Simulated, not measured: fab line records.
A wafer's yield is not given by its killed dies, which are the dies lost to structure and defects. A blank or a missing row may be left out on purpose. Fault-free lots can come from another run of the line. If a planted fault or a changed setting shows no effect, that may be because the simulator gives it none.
Chamber matching + flow nandHarc + 4 sister chambers for NHARC_A_CHANNEL_FILL_D1_CMP_10 on cmp-02
The step polishes, target thk 150 nm. 14 wafers are shown with their chamber, then 7 later ones without.

## WAFERS WITH THEIR CHAMBER
| wafer  | chamber | motorCurrentA (A) | timeToEndpointS (s) |
|--------|---------|-------------------|---------------------|
| L857.1 | 3       | 10.0              | 15.3                |
| L857.4 | 2       | 12.2              | 14.1                |
| L857.6 | 1       | 12.0              | 10.7                |
| L859.1 | 0       | 12.2              | 16.1                |
| L859.2 | 2       | 11.1              | 13.1                |
| L859.5 | 2       | 11.9              | 11.4                |
| L860.2 | 0       | 11.8              | 18.3                |
| L860.5 | 2       | 11.8              | 15.8                |
| L860.6 | 1       | 11.8              | 15.1                |
| L861.3 | 1       | 13.0              | 12.9                |
| L861.4 | 3       | 9.3               | 16.4                |
| L861.5 | 1       | 12.0              | 12.3                |
| L862.2 | 3       | 9.7               | 13.8                |
| L862.3 | 2       | 11.9              | 10.4                |

SIGNATURES, as means of the wafers listed above
| reading         | chamber 0 | chamber 1 | chamber 2 | chamber 3 | scatter within a chamber |
|-----------------|-----------|-----------|-----------|-----------|--------------------------|
| motorCurrentA   | 12.000    | 12.200    | 11.780    | 9.667     | 0.433                    |
| timeToEndpointS | 17.200    | 12.750    | 12.960    | 15.167    | 1.85                     |
Rule: for each reading, subtract the chamber's mean from the wafer's reading, divide by that reading's scatter and square the result; add these up over the readings and take the root, which gives the wafer's distance from the chamber. The wafer belongs to the nearest chamber; if the next one is less than 2 further off, it can't be placed. The scatter: the root of (the sum of the squares of (reading less its chamber's mean) over the shown wafers, divided by (wafers less chambers)).

## WAFERS MISSING THEIR CHAMBER
| wafer  | motorCurrentA (A) | timeToEndpointS (s) |
|--------|-------------------|---------------------|
| L862.5 | 9.4               | 13.8                |
| L864.2 | 11.8              | 16.2                |
| L864.5 | 11.7              | 17.1                |
| L864.6 | 12.6              | 12.7                |
| L866.1 | 12.6              | 10.7                |
| L866.3 | 12.4              | 15.3                |
| L866.6 | 11.4              | 13.8                |

## CHAMBER TAKEN BY EACH
| wafer  | from the rows above          | in truth |
|--------|------------------------------|----------|
| L862.5 | 3                            | 3        |
| L864.2 | can't be placed: 0 or 2 or 1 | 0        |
| L864.5 | can't be placed: 0 or 2 or 1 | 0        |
| L864.6 | can't be placed: 1 or 2 or 0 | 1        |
| L866.1 | can't be placed: 1 or 2      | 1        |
| L866.3 | can't be placed: 0 or 1 or 2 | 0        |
| L866.6 | can't be placed: 2 or 1 or 0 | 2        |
Correctly placed: 1 of 7. These rows do not allow placing 6 (true chamber among the candidates in 6). 0 placed wrongly.
